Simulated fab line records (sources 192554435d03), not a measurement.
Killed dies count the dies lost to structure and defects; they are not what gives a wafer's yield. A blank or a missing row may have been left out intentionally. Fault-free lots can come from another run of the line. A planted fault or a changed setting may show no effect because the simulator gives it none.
fab line records	flow n5Finfet
[record] lots = 24	wafers = 72	lastDay = 17
route steps=1938 shown BEOL_M8@1379 BEOL_M9@1440
lots untouched by any fault: they come from a run of this same line in which no faults occurred
startH: hours from the record's first day to the start of the lot's first wafer shown	waitH: time in hours since the lot's previous step	" repeats the value in the row above	L1.1+2: a row that stands for several wafers	- either no value or no given start	* or withheld: withheld	< > ~ a bound
route shown NAME@n: a module of which the file shows steps, and the number in the route of the first	usual: mean/standard deviation taken from wafers without a fault	same: alike in all rows	chamber/n: place in a boat	sites: per-site readings	_std_site: their standard deviation	_edge_site: the outer-site mean with the inner-site mean subtracted	radiusMm: for every site, how far away it sits from the centre of the wafer	mask NAME#n: copy n	behind: the tool/chamber that last shaped the wafer	hold: the reason the lot was held/the length of the hold in hours/how it ended	device: the n, p or np transistor that did not switch	end of line: at the end of the route, the tests of the same wafers	where a step has no rows: the recipe by itself	killed: dies that structure and defects cost at the first sort, which is not the same as the wafer's yield	map: a wafer's dies, x killed, . not, _ none there
set.NAME: the run value of the setting; set.NAME@STEP: its run value at that earlier step	model.NAME: the simulator's own value behind a step, which no gauge read
steps of the route over a sample of lots; a table a step, a row a wafer
services: the hour from which a tool's chamber was out of use, counted from the record's first day as startH (under 0 if before that day), plus the number of hours and why
[[steps]]
[step N5_BEOL_M8_STRIP_80]
[recipe] chemistry = N2/H2	timeS = 10	powerW = 450	tempC = 40	pressureMtorr = 20	rfFrequencyHz = 6e+07	biasPowerW = 7	n2FlowSccm = 200	h2FlowSccm = 200
[usual] chamberPressureMTorr = 19.999/0.019	drypumpMotorCurrentA = 5.5/0.5	oesProductAu = 0.78/0.08	rfVppV = 59.1/0.94	showerheadPlenumPTorr = 2.54/0.11	throttleValvePct = 23.77/0.27
lot.wafer	tool	chamber	startH	waitH	chamberPressureMTorr	drypumpMotorCurrentA	oesProductAu	rfHoursCounterH	rfVppV	showerheadPlenumPTorr	throttleValvePct
L074.1	rieDiel-04	2	-	-	19.980	6.3	0.86	64	59.4	2.47	23.76
L074.4	"	1	"	"	19.986	5.8	0.74	186	58.8	2.43	23.60
L074.6	"	1	"	"	20.013	5.9	0.74	-	60.2	2.43	23.61
L075.1	rieDiel-05	0	-	-	19.998	5.9	0.76	131	60.6	2.65	23.82
L075.4	"	1	"	"	20.001	5.1	0.86	49	58.6	2.47	23.51
L075.6	"	3	"	"	20.016	6.4	0.68	-	58.0	2.38	23.67
L076.2	rieDiel-05	1	-	-	20.011	5.1	0.87	51	59.7	2.47	23.51
L076.3	"	2	"	"	19.984	5.4	0.86	62	60.2	2.70	23.61
L076.4	"	3	"	"	20.019	6.4	0.67	-	57.8	2.38	23.67
L077.2	rieDiel-06	1	-	-	20.013	5.6	0.73	200	60.1	2.52	24.21
L077.3	"	2	"	"	20.013	5.3	0.74	197	58.4	2.52	23.91
L077.5	"	2	"	"	19.993	5.3	0.73	-	59.1	2.52	23.90
L079.3	rieDiel-04	3	-	-	19.996	5.1	0.75	142	59.7	2.53	23.74
L079.4	"	2	"	"	19.973	6.3	0.84	-	59.5	2.47	23.78
L079.5	"	1	"	"	20.000	5.8	0.74	-	57.5	2.43	23.64
L078.1	rieDiel-04	1	-	-	19.995	5.8	0.73	196	58.6	2.43	23.63
L078.2	"	3	"	"	20.008	5.1	0.74	144	58.6	2.53	23.72
L078.3	"	2	"	"	20.008	6.3	0.85	75	58.5	2.47	23.77
L080.2	rieDiel-04	1	-	-	19.996	5.9	0.74	197	59.4	2.43	23.64
L080.3	"	3	"	"	19.954	5.1	0.74	145	59.2	2.53	23.74
L080.6	"	1	"	"	20.013	5.9	0.75	-	57.9	2.43	23.63
L082.1	rieDiel-05	1	-	-	19.980	5.1	0.86	60	57.8	2.47	23.53
L082.4	"	1	"	"	19.985	5.1	0.86	-	58.3	2.47	23.52
L082.5	"	0	"	"	20.006	5.9	0.75	-	59.1	2.64	23.80
L081.2	rieDiel-04	1	-	-	20.022	5.8	0.73	199	59.2	2.43	23.63
L081.3	"	0	"	"	20.015	5.8	0.67	232	60.7	2.61	24.01
L081.4	"	3	"	"	20.008	5.1	0.74	146	58.6	2.53	23.73
L083.1	rieDiel-06	3	-	-	20.004	4.9	0.92	22	59.9	2.71	23.97
L083.5	"	1	"	"	20.013	5.6	0.72	-	58.1	2.52	24.20
L083.6	"	2	"	"	19.993	5.3	0.73	-	57.9	2.52	23.93
L084.1	rieDiel-05	1	-	-	20.028	5.1	0.84	71	59.7	2.46	23.56
L084.2	"	2	"	"	19.985	5.4	0.83	81	59.6	2.69	23.63
L084.4	"	3	"	"	19.998	6.4	0.96	4	60.2	2.70	23.41
L085.3	rieDiel-06	1	-	-	20.021	5.6	0.71	222	59.1	2.51	24.23
L085.4	"	0	"	"	19.956	4.8	0.73	191	57.6	2.40	23.30
L085.5	"	0	"	"	19.984	4.8	0.72	-	58.1	2.40	23.29
L086.1	rieDiel-05	0	-	-	19.989	5.9	0.73	157	60.0	2.63	23.84
L086.2	"	3	"	"	19.982	6.4	0.95	9	59.3	2.70	23.40
L086.4	"	1	"	"	20.000	5.1	0.84	76	59.1	2.46	23.54
L087.2	rieDiel-06	2	-	-	19.976	5.3	0.71	221	58.8	2.51	23.95
L087.4	"	1	"	"	19.989	5.6	0.70	223	59.7	2.51	24.24
L087.5	"	3	"	"	19.997	4.9	0.89	-	60.2	2.70	24.01
L088.3	rieDiel-04	2	-	-	20.008	6.3	0.82	90	58.8	2.46	23.79
L088.4	"	0	"	"	19.966	5.7	0.66	247	59.2	2.61	24.03
L088.5	"	1	"	"	20.039	5.9	0.72	-	59.6	2.42	23.67
L089.1	rieDiel-06	1	-	-	19.998	5.6	0.69	225	59.5	2.51	24.23
L089.2	"	0	"	"	20.002	4.8	0.72	195	59.6	2.40	23.29
L089.6	"	0	"	"	20.022	4.8	0.72	-	57.7	2.40	23.30
L091.3	rieDiel-06	3	-	-	19.961	4.9	0.89	43	59.8	2.70	24.00
L091.4	"	1	"	"	19.985	5.6	0.71	229	58.5	2.51	24.26
L091.5	"	1	"	"	20.001	5.6	0.70	-	57.1	2.51	24.24
L090.1	rieDiel-06	0	-	-	19.985	4.8	0.72	200	58.0	2.40	23.30
L090.4	"	2	"	"	20.001	5.3	0.70	227	60.5	2.51	23.94
L090.5	"	1	"	"	20.004	5.6	0.70	-	60.3	2.51	24.25
L092.1	rieDiel-05	1	-	-	19.975	5.1	0.82	85	60.0	2.46	23.56
L092.2	"	2	"	"	20.017	5.4	0.83	96	60.4	2.68	23.64
L092.5	"	1	"	"	19.996	5.1	0.83	-	60.3	2.46	23.56
L093.3	rieDiel-06	1	-	-	20.043	5.6	0.70	236	58.2	2.50	24.25
L093.4	"	3	"	"	19.991	4.9	0.88	50	60.7	2.69	24.02
L093.6	"	3	"	"	19.992	4.8	0.88	-	58.2	2.69	24.00
L094.1	rieDiel-06	3	-	-	19.994	4.9	0.86	54	60.5	2.69	24.02
L094.4	"	0	"	"	20.004	4.8	0.72	209	57.8	2.40	23.31
L094.5	"	2	"	"	20.028	5.3	0.70	-	58.5	2.51	23.97
L096.3	rieDiel-05	2	-	-	19.996	5.4	0.81	105	56.5	2.68	23.65
L096.5	"	1	"	"	19.958	5.1	0.82	-	59.5	2.45	23.58
L096.6	"	0	"	"	20.010	5.9	0.71	-	59.5	2.63	23.86
L095.1	rieDiel-06	1	-	-	19.992	5.6	0.69	241	59.8	2.50	24.25
L095.4	"	3	"	"	20.026	4.9	0.86	56	60.4	2.69	24.02
L095.6	"	2	"	"	19.983	5.3	0.69	-	59.8	2.50	23.96
L097.1	rieDiel-04	0	-	-	20.028	5.7	0.95	8	59.4	2.60	23.79
L097.2	"	1	"	"	20.013	5.8	0.71	235	58.5	2.41	23.68
L097.5	"	1	"	"	19.993	5.8	0.71	-	57.9	2.41	23.68
[step N5_BEOL_M8_CD_MEAS_35]
[recipe] targetCdNm = 40	polarity = opening
[usual] cdNm = 40.2/0.64
lot.wafer	tool	chamber	startH	waitH	cdNm
L074.1	cdSem-01	-	203.07	0.0	38.6
L074.4	"	-	"	"	39.2
L074.6	"	-	"	"	39.7
L075.1	cdSem-01	-	204.30	0.0	38.9
L075.4	"	-	"	"	40.7
L075.6	"	-	"	"	39.9
L076.2	cdSem-01	-	213.73	0.0	40.4
L076.3	"	-	"	"	40.1
L076.4	"	-	"	"	39.3
L077.2	cdSem-02	-	216.91	0.0	39.4
L077.3	"	-	"	"	39.2
L077.5	"	-	"	"	38.9
L079.3	cdSem-01	-	225.05	0.0	39.7
L079.4	"	-	"	"	39.6
L079.5	"	-	"	"	40.5
L078.1	cdSem-01	-	228.84	0.0	38.9
L078.2	"	-	"	"	39.9
L078.3	"	-	"	"	39.3
L080.2	cdSem-01	-	233.40	0.0	40.3
L080.3	"	-	"	"	40.5
L080.6	"	-	"	"	39.4
L082.1	cdSem-01	-	233.87	0.0	39.7
L082.4	"	-	"	"	40.0
L082.5	"	-	"	"	40.0
L081.2	cdSem-02	-	236.79	0.0	40.8
L081.3	"	-	"	"	41.6
L081.4	"	-	"	"	41.8
L083.1	cdSem-02	-	239.35	0.0	40.4
L083.5	"	-	"	"	39.7
L083.6	"	-	"	"	40.6
L084.1	cdSem-01	-	258.43	0.0	40.3
L084.2	"	-	"	"	40.3
L084.4	"	-	"	"	39.7
L085.3	cdSem-02	-	275.08	0.0	40.6
L085.4	"	-	"	"	40.4
L085.5	"	-	"	"	39.6
L086.1	cdSem-01	-	275.31	0.0	39.3
L086.2	"	-	"	"	40.1
L086.4	"	-	"	"	40.1
L087.2	cdSem-03	-	277.04	0.0	40.5
L087.4	"	-	"	"	40.0
L087.5	"	-	"	"	40.3
L088.3	cdSem-02	-	277.37	0.0	41.7
L088.4	"	-	"	"	40.7
L088.5	"	-	"	"	40.3
L089.1	cdSem-01	-	283.67	0.0	40.4
L089.2	"	-	"	"	39.9
L089.6	"	-	"	"	39.3
L091.3	cdSem-03	-	296.98	0.0	39.8
L091.4	"	-	"	"	40.9
L091.5	"	-	"	"	40.2
L090.1	cdSem-03	-	297.77	0.0	40.5
L090.4	"	-	"	"	39.9
L090.5	"	-	"	"	39.7
L092.1	cdSem-03	-	299.81	0.0	39.1
L092.2	"	-	"	"	40.7
L092.5	"	-	"	"	40.5
L093.3	cdSem-02	-	314.32	0.0	41.2
L093.4	"	-	"	"	40.7
L093.6	"	-	"	"	40.9
L094.1	cdSem-02	-	323.47	0.0	40.5
L094.4	"	-	"	"	40.4
L094.5	"	-	"	"	40.6
L096.3	cdSem-03	-	329.52	0.0	39.8
L096.5	"	-	"	"	40.4
L096.6	"	-	"	"	39.6
L095.1	cdSem-03	-	329.87	0.0	40.8
L095.4	"	-	"	"	39.8
L095.6	"	-	"	"	39.7
L097.1	cdSem-01	-	332.05	0.0	40.3
L097.2	"	-	"	"	40.9
L097.5	"	-	"	"	40.0
[step N5_BEOL_M8_DEGAS_44]
[recipe] ambient = vacuum	tempC = 250	timeS = 60
[usual] heaterPowerW = 328/26
lot.wafer	tool	chamber	startH	waitH	heaterPowerW
L074.1	pvdSputter-03	-	203.93	0.7	327
L074.4	"	-	"	"	301
L074.6	"	-	"	"	280
L075.1	pvdSputter-02	-	204.83	0.4	348
L075.4	"	-	"	"	320
L075.6	"	-	"	"	324
L076.2	pvdSputter-02	-	214.72	0.7	360
L076.3	"	-	"	"	327
L076.4	"	-	"	"	357
L077.2	pvdSputter-02	-	217.66	0.6	348
L077.3	"	-	"	"	359
L077.5	"	-	"	"	359
L079.3	pvdSputter-02	-	226.03	0.2	316
L079.4	"	-	"	"	358
L079.5	"	-	"	"	362
L078.1	pvdSputter-02	-	229.59	0.7	311
L078.2	"	-	"	"	357
L078.3	"	-	"	"	357
L080.2	pvdSputter-03	-	234.23	0.6	281
L080.3	"	-	"	"	298
L080.6	"	-	"	"	296
L082.1	pvdSputter-03	-	236.50	2.5	313
L082.4	"	-	"	"	331
L082.5	"	-	"	"	322
L081.2	pvdSputter-03	-	237.68	0.7	326
L081.3	"	-	"	"	304
L081.4	"	-	"	"	323
L083.1	pvdSputter-01	-	240.88	1.3	341
L083.5	"	-	"	"	344
L083.6	"	-	"	"	301
L084.1	pvdSputter-02	-	259.43	0.8	309
L084.2	"	-	"	"	351
L084.4	"	-	"	"	365
L085.3	pvdSputter-03	-	275.52	0.2	282
L085.4	"	-	"	"	299
L085.5	"	-	"	"	284
L086.1	pvdSputter-03	-	275.76	0.3	331
L086.2	"	-	"	"	318
L086.4	"	-	"	"	301
L087.2	pvdSputter-02	-	277.65	0.5	350
L087.4	"	-	"	"	350
L087.5	"	-	"	"	356
L088.3	pvdSputter-03	-	278.00	0.4	325
L088.4	"	-	"	"	329
L088.5	"	-	"	"	315
L089.1	pvdSputter-01	-	284.31	0.5	301
L089.2	"	-	"	"	326
L089.6	"	-	"	"	354
L091.3	pvdSputter-03	-	297.66	0.5	303
L091.4	"	-	"	"	316
L091.5	"	-	"	"	323
L090.1	pvdSputter-02	-	298.16	0.3	321
L090.4	"	-	"	"	363
L090.5	"	-	"	"	358
L092.1	pvdSputter-02	-	300.52	0.4	353
L092.2	"	-	"	"	328
L092.5	"	-	"	"	358
L093.3	pvdSputter-03	-	315.13	0.5	332
L093.4	"	-	"	"	326
L093.6	"	-	"	"	277
L094.1	pvdSputter-03	-	323.87	0.3	324
L094.4	"	-	"	"	336
L094.5	"	-	"	"	334
L096.3	pvdSputter-01	-	330.35	0.6	308
L096.5	"	-	"	"	313
L096.6	"	-	"	"	299
L095.1	pvdSputter-02	-	330.57	0.6	314
L095.4	"	-	"	"	360
L095.6	"	-	"	"	362
L097.1	pvdSputter-02	-	333.71	1.6	367
L097.2	"	-	"	"	319
L097.5	"	-	"	"	364
[step N5_BEOL_M8_RS_MEAS_57]
[recipe] thkMeasGauge = four-point-probe	reads = Cu_of_BEOL_M8_ECD_50+Co_of_BEOL_M8_CVD_78+TaN_of_BEOL_M8_ALD_77
[usual] M8_RS = 0.287/0.0099
lot.wafer	tool	chamber	startH	waitH	M8_RS[ohm/sq]
L074.1	filmMetro-02	-	205.70	0.1	0.280
L074.4	"	-	"	"	0.287
L074.6	"	-	"	"	0.282
L075.1	filmMetro-02	-	208.16	0.1	0.282
L075.4	"	-	"	"	0.297
L075.6	"	-	"	"	0.316
L076.2	filmMetro-01	-	218.11	0.1	0.299
L076.3	"	-	"	"	0.303
L076.4	"	-	"	"	0.320
L077.2	filmMetro-01	-	219.59	0.3	0.291
L077.3	"	-	"	"	0.287
L077.5	"	-	"	"	0.287
L079.3	filmMetro-02	-	228.93	0.1	0.280
L079.4	"	-	"	"	0.281
L079.5	"	-	"	"	0.289
L078.1	filmMetro-02	-	231.83	0.1	0.291
L078.2	"	-	"	"	0.285
L078.3	"	-	"	"	0.282
L080.2	filmMetro-02	-	237.52	0.1	0.295
L080.3	"	-	"	"	0.291
L080.6	"	-	"	"	0.292
L082.1	filmMetro-01	-	238.90	0.1	0.297
L082.4	"	-	"	"	0.286
L082.5	"	-	"	"	0.278
L081.2	filmMetro-02	-	239.30	0.1	0.288
L081.3	"	-	"	"	0.302
L081.4	"	-	"	"	0.288
L083.1	filmMetro-01	-	242.39	0.1	0.274
L083.5	"	-	"	"	0.285
L083.6	"	-	"	"	0.294
L084.1	filmMetro-01	-	261.54	0.1	0.275
L084.2	"	-	"	"	0.292
L084.4	"	-	"	"	0.279
L085.3	filmMetro-02	-	277.52	0.1	0.286
L085.4	"	-	"	"	0.282
L085.5	"	-	"	"	0.290
L086.1	filmMetro-02	-	277.97	0.1	0.286
L086.2	"	-	"	"	0.290
L086.4	"	-	"	"	0.303
L087.2	filmMetro-01	-	279.97	0.1	0.285
L087.4	"	-	"	"	0.290
L087.5	"	-	"	"	0.279
L088.3	filmMetro-01	-	280.49	0.1	0.274
L088.4	"	-	"	"	0.307
L088.5	"	-	"	"	0.282
L089.1	filmMetro-01	-	286.00	0.1	0.278
L089.2	"	-	"	"	0.285
L089.6	"	-	"	"	0.286
L091.3	filmMetro-01	-	299.44	0.1	0.266
L091.4	"	-	"	"	0.280
L091.5	"	-	"	"	0.277
L090.1	filmMetro-02	-	300.97	0.1	0.285
L090.4	"	-	"	"	0.285
L090.5	"	-	"	"	0.293
L092.1	filmMetro-01	-	303.19	0.1	0.283
L092.2	"	-	"	"	0.294
L092.5	"	-	"	"	0.287
L093.3	filmMetro-01	-	320.02	0.1	0.286
L093.4	"	-	"	"	0.277
L093.6	"	-	"	"	0.271
L094.1	filmMetro-01	-	325.50	0.1	0.276
L094.4	"	-	"	"	0.289
L094.5	"	-	"	"	0.279
L096.3	filmMetro-01	-	331.94	0.1	0.294
L096.5	"	-	"	"	0.287
L096.6	"	-	"	"	0.279
L095.1	filmMetro-02	-	332.84	0.1	0.288
L095.4	"	-	"	"	0.278
L095.6	"	-	"	"	0.285
L097.1	filmMetro-01	-	337.02	0.1	0.285
L097.2	"	-	"	"	0.292
L097.5	"	-	"	"	0.290
[step N5_BEOL_M8_INSPECT_58]
[recipe] inspectInstrument = darkfield	mode = postDep
[usual] rawDefectCount = 79/24
lot.wafer	tool	chamber	startH	waitH	rawDefectCount
L074.1	defectInspect-01	-	205.72	0.0	105
L074.4	"	-	"	"	93
L074.6	"	-	"	"	61
L075.1	defectInspect-01	-	208.19	0.0	131
L075.4	"	-	"	"	99
L075.6	"	-	"	"	56
L076.2	defectInspect-02	-	218.14	0.0	51
L076.3	"	-	"	"	44
L076.4	"	-	"	"	63
L077.2	defectInspect-01	-	219.62	0.0	110
L077.3	"	-	"	"	78
L077.5	"	-	"	"	75
L079.3	defectInspect-02	-	228.95	0.0	73
L079.4	"	-	"	"	89
L079.5	"	-	"	"	79
L078.1	defectInspect-02	-	231.85	0.0	75
L078.2	"	-	"	"	84
L078.3	"	-	"	"	93
L080.2	defectInspect-01	-	237.55	0.0	82
L080.3	"	-	"	"	86
L080.6	"	-	"	"	116
L082.1	defectInspect-02	-	238.93	0.0	80
L082.4	"	-	"	"	95
L082.5	"	-	"	"	77
L081.2	defectInspect-01	-	239.32	0.0	72
L081.3	"	-	"	"	53
L081.4	"	-	"	"	84
L083.1	defectInspect-01	-	242.41	0.0	55
L083.5	"	-	"	"	78
L083.6	"	-	"	"	79
L084.1	defectInspect-02	-	261.56	0.0	67
L084.2	"	-	"	"	72
L084.4	"	-	"	"	97
L085.3	defectInspect-01	-	277.55	0.0	62
L085.4	"	-	"	"	72
L085.5	"	-	"	"	51
L086.1	defectInspect-02	-	278.00	0.0	36
L086.2	"	-	"	"	45
L086.4	"	-	"	"	41
L087.2	defectInspect-01	-	280.00	0.0	69
L087.4	"	-	"	"	68
L087.5	"	-	"	"	77
L088.3	defectInspect-01	-	280.52	0.0	76
L088.4	"	-	"	"	104
L088.5	"	-	"	"	145
L089.1	defectInspect-01	-	286.03	0.0	83
L089.2	"	-	"	"	99
L089.6	"	-	"	"	113
L091.3	defectInspect-02	-	299.47	0.0	63
L091.4	"	-	"	"	54
L091.5	"	-	"	"	64
L090.1	defectInspect-01	-	300.99	0.0	45
L090.4	"	-	"	"	47
L090.5	"	-	"	"	50
L092.1	defectInspect-02	-	303.22	0.0	88
L092.2	"	-	"	"	72
L092.5	"	-	"	"	102
L093.3	defectInspect-02	-	320.04	0.0	65
L093.4	"	-	"	"	98
L093.6	"	-	"	"	109
L094.1	defectInspect-02	-	325.53	0.0	79
L094.4	"	-	"	"	70
L094.5	"	-	"	"	109
L096.3	defectInspect-02	-	331.97	0.0	63
L096.5	"	-	"	"	78
L096.6	"	-	"	"	75
L095.1	defectInspect-02	-	332.87	0.0	72
L095.4	"	-	"	"	122
L095.6	"	-	"	"	99
L097.1	defectInspect-02	-	337.05	0.0	86
L097.2	"	-	"	"	69
L097.5	"	-	"	"	131
[step N5_BEOL_M9_ETCH_66]
[recipe] chemistry = N2/H2	target = SOC	targetDepthA = 800	overetchA = 160	maskMaterial = SiARC	tempC = 40	timeS = 120	ionEnergyEv = 200	pressureMtorr = 30	sourceW = 840	biasW = 150	n2FlowSccm = 200	h2FlowSccm = 200
[usual] biasW = 150.0/0.49	chamberPressureMTorr = 30.00/0.03	drypumpMotorCurrentA = 5.9/0.45	oesProductAu = 0.59/0.054	rfVppV = 525.0/2	showerheadPlenumPTorr = 2.58/0.063	throttleValvePct = 17.76/0.19
lot.wafer	tool	chamber	startH	waitH	biasW	chamberPressureMTorr	drypumpMotorCurrentA	oesProductAu	rfHoursCounterH	rfVppV	showerheadPlenumPTorr	throttleValvePct
L074.1	rieDiel-01	3	209.72	0.0	149.0	29.95	6.3	0.56	196	522.5	2.52	17.80
L074.4	"	2	"	"	149.8	30.00	5.7	0.55	204	525.9	2.64	17.60
L074.6	"	0	"	"	151.0	29.98	5.8	0.67	-	525.9	2.58	17.72
L075.1	rieDiel-03	1	212.60	0.0	150.0	30.00	6.1	0.57	177	526.8	2.64	17.88
L075.4	"	0	"	"	150.6	30.02	6.7	0.59	129	523.0	2.56	18.00
L075.6	"	0	"	"	150.3	30.00	6.7	0.58	-	523.6	2.56	18.01
L076.2	rieDiel-01	0	221.45	0.0	150.0	30.02	5.8	0.67	33	525.8	2.58	17.75
L076.3	"	2	"	"	149.8	30.02	5.7	0.54	208	525.3	2.64	17.59
L076.4	"	1	"	"	150.1	30.02	5.9	0.64	59	527.1	2.67	17.55
L077.2	rieDiel-03	3	224.30	0.0	150.4	29.96	6.0	0.54	191	526.0	2.63	18.06
L077.3	"	1	"	"	150.1	30.01	6.1	0.56	181	525.5	2.64	17.88
L077.5	"	2	"	"	150.5	30.00	4.9	0.67	-	521.6	2.49	17.53
L079.3	rieDiel-01	1	232.96	0.0	149.9	29.99	5.9	0.64	63	527.3	2.67	17.58
L079.4	"	3	"	"	150.4	30.02	6.3	0.55	203	523.0	2.51	17.84
L079.5	"	1	"	"	149.9	29.95	5.9	0.65	-	529.2	2.67	17.57
L078.1	rieDiel-01	3	236.41	0.0	149.5	30.00	6.3	0.56	204	524.4	2.51	17.82
L078.2	"	2	"	"	150.3	29.96	5.7	0.54	213	526.0	2.63	17.62
L078.3	"	0	"	"	149.7	30.04	5.8	0.67	38	526.0	2.58	17.73
L080.2	rieDiel-01	1	240.29	0.0	150.6	29.97	5.9	0.65	65	526.9	2.67	17.57
L080.3	"	3	"	"	149.7	30.04	6.3	0.55	206	522.3	2.51	17.84
L080.6	"	3	"	"	149.4	29.96	6.3	0.55	-	523.5	2.51	17.85
L081.2	rieDiel-02	2	243.73	0.0	149.4	29.96	6.5	0.54	225	522.1	2.54	18.19
L081.3	"	1	"	"	149.6	30.03	5.8	0.57	175	523.1	2.53	17.60
L081.4	"	0	"	"	150.6	30.05	5.1	0.52	246	526.2	2.59	17.87
L082.1	rieDiel-03	3	243.92	0.0	149.8	30.04	6.0	0.54	196	527.2	2.63	18.06
L082.4	"	1	"	"	149.4	30.01	6.1	0.56	187	526.1	2.64	17.89
L082.5	"	3	"	"	150.0	29.97	6.0	0.54	-	526.1	2.63	18.06
L083.1	rieDiel-01	0	245.92	0.0	150.1	30.05	5.8	0.66	41	525.7	2.58	17.74
L083.5	"	0	"	"	149.8	30.00	5.8	0.67	-	524.8	2.58	17.74
L083.6	"	3	"	"	150.1	29.99	6.3	0.55	-	522.9	2.51	17.83
L084.1	rieDiel-01	1	266.16	0.0	149.4	30.02	5.9	0.63	73	526.2	2.67	17.59
L084.2	"	3	"	"	149.8	29.99	6.3	0.55	214	522.7	2.51	17.85
L084.4	"	0	"	"	149.9	30.06	5.8	0.65	47	525.6	2.57	17.75
L085.3	rieDiel-03	1	282.71	0.0	149.7	29.97	6.1	0.54	200	527.8	2.63	17.93
L085.4	"	0	"	"	150.9	29.99	6.7	0.56	150	523.8	2.55	18.05
L085.5	"	1	"	"	149.2	29.98	6.1	0.55	-	525.2	2.63	17.93
L086.1	rieDiel-01	1	282.98	0.0	150.4	29.97	5.9	0.63	77	526.6	2.66	17.57
L086.2	"	2	"	"	149.8	30.04	5.7	0.54	227	525.5	2.63	17.62
L086.4	"	0	"	"	150.3	30.02	5.8	0.65	52	526.3	2.57	17.76
L087.2	rieDiel-01	2	283.56	0.0	151.0	29.98	5.7	0.54	227	526.3	2.63	17.63
L087.4	"	3	"	"	150.1	30.02	6.3	0.55	219	522.7	2.51	17.86
L087.5	"	2	"	"	150.3	29.98	5.7	0.54	-	524.4	2.63	17.62
L088.3	rieDiel-01	2	284.54	0.0	150.6	29.98	5.7	0.54	228	524.5	2.63	17.63
L088.4	"	1	"	"	149.7	30.00	5.9	0.63	78	527.0	2.66	17.56
L088.5	"	0	"	"	149.8	30.01	5.8	0.65	-	524.8	2.57	17.76
L089.1	rieDiel-03	1	288.62	0.0	149.9	30.05	6.1	0.55	203	526.7	2.63	17.94
L089.2	"	2	"	"	150.0	29.99	4.9	0.64	47	522.1	2.48	17.55
L089.6	"	0	"	"	149.6	30.00	6.8	0.57	-	524.5	2.55	18.05
L091.3	rieDiel-03	0	302.14	0.0	149.2	29.97	6.7	0.57	157	524.4	2.55	18.04
L091.4	"	2	"	"	150.1	29.98	4.9	0.63	52	521.8	2.48	17.54
L091.5	"	3	"	"	148.9	30.03	6.0	0.53	-	524.8	2.62	18.10
L090.1	rieDiel-03	1	307.26	0.0	150.6	29.98	6.1	0.55	208	525.6	2.63	17.93
L090.4	"	2	"	"	149.1	30.00	4.9	0.63	53	520.6	2.48	17.57
L090.5	"	1	"	"	149.7	30.07	6.1	0.54	-	527.3	2.63	17.93
L092.1	rieDiel-01	1	309.31	0.0	150.5	29.99	5.9	0.62	86	527.6	2.66	17.60
L092.2	"	0	"	"	150.6	30.02	5.8	0.64	61	525.2	2.57	17.78
L092.5	"	3	"	"	150.1	30.01	6.3	0.54	-	522.4	2.50	17.87
L093.3	rieDiel-02	0	323.17	0.0	150.3	30.05	5.1	0.72	9	525.9	2.58	17.42
L093.4	"	1	"	"	149.4	30.02	5.8	0.55	206	524.3	2.52	17.66
L093.6	"	1	"	"	149.6	30.01	5.7	0.55	-	523.1	2.52	17.65
L094.1	rieDiel-01	0	328.84	0.0	150.0	30.00	5.8	0.64	68	525.1	2.56	17.78
L094.4	"	0	"	"	150.0	30.01	5.8	0.63	-	523.9	2.56	17.79
L094.5	"	0	"	"	150.3	29.98	5.8	0.64	-	525.1	2.56	17.77
L096.3	rieDiel-02	3	335.88	0.0	150.2	29.99	5.7	0.66	58	528.0	2.70	17.54
L096.5	"	3	"	"	150.3	29.94	5.7	0.66	-	528.3	2.70	17.53
L096.6	"	0	"	"	150.1	29.97	5.1	0.71	-	526.1	2.58	17.44
L095.1	rieDiel-01	3	339.11	0.0	149.6	30.00	6.3	0.54	240	523.6	2.50	17.89
L095.4	"	2	"	"	150.4	30.00	5.7	0.54	232	527.0	2.63	17.65
L095.6	"	2	"	"	150.3	29.98	5.7	0.54	-	526.1	2.62	17.65
L097.1	rieDiel-01	3	341.36	0.0	150.9	30.03	6.3	0.53	241	522.4	2.50	17.90
L097.2	"	0	"	"	151.1	30.02	5.8	0.64	73	525.9	2.56	17.80
L097.5	"	0	"	"	150.3	30.09	5.8	0.63	-	525.1	2.56	17.80
[[services]]
tool	chamber	startH	hours	kind
rieDiel-03	1	193.13	8.5	repair
rieDiel-04	-	212.56	0.5	repair
rieDiel-05	0	213.29	4.7	repair
rieDiel-06	-	216.71	2.8	pm
rieDiel-04	0	224.29	7.6	repair
rieDiel-05	3	226.40	-	clean
rieDiel-05	3	226.40	-	consumableReplace:focusRing
rieDiel-04	-	228.63	2.8	pm
rieDiel-03	-	236.51	0.3	repair
rieDiel-02	2	244.08	21.0	repair
rieDiel-03	0	253.64	2.0	repair
rieDiel-02	0	254.95	14.4	repair
rieDiel-06	3	258.82	2.4	repair
rieDiel-02	3	282.57	1.5	repair
rieDiel-03	3	285.32	6.0	repair
rieDiel-01	-	290.73	2.8	pm
rieDiel-01	2	293.58	40.7	repair
pvdSputter-02	-	316.01	7.5	repair
rieDiel-04	3	323.85	12.5	repair
rieDiel-02	2	324.02	3.9	repair
rieDiel-01	1	326.23	2.7	repair
rieDiel-04	2	328.65	1.8	repair
rieDiel-06	1	330.77	13.6	repair
pvdSputter-03	-	341.29	2.4	repair
[[key]]
fault none
